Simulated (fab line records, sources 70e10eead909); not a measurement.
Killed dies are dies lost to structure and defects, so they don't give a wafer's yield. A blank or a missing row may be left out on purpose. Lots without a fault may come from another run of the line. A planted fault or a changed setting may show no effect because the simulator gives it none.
Which tool did it? | flow nand_harc | 6 lots, 18 wafers sampled, at 1 step of a route of 1302

WHAT THE GAUGES READ, wafer by wafer
NHARC_P_BONDPAD_OVL_MEAS_38.
lot  | measured     | on         | overlay_x_nm (nm)
L505 | day 7 03:42  | overlay-01 | -1 -1 -1
L515 | day 11 13:53 | overlay-02 | 9 9 9
L518 | day 12 13:46 | overlay-02 | 1 1 1
L520 | day 13 22:49 | overlay-01 | 14 13 13
L522 | day 14 15:49 | overlay-01 | 8 9 9
L525 | day 15 17:17 | overlay-02 | 1 1 1

WHICH TOOL RAN EACH LOT (tool, then ch and the chambers of the sampled wafers, then the start)
The record holds no process step before these readings.

THE ANSWER, worked out from the rows above alone
Rule: what is usual is taken from the lots themselves. Put in order of their means at a reading, lots are off if they are a third of the lots or fewer, leave a main group of 4 or more, and stand apart from it by a gap of 3 or more times the standard deviation of the main group's means; of several such gaps the widest counts. A main group whose means are all the same, to the digits that the tables above print for the reading, isn't used. A lot without any number at a reading at which 4 lots or more have one is off too. The other lots that the step has rows for count as sound.
No lot is off at any reading shown: from this, nothing can be told.

WHAT THE SIMULATOR HAD PUT IN
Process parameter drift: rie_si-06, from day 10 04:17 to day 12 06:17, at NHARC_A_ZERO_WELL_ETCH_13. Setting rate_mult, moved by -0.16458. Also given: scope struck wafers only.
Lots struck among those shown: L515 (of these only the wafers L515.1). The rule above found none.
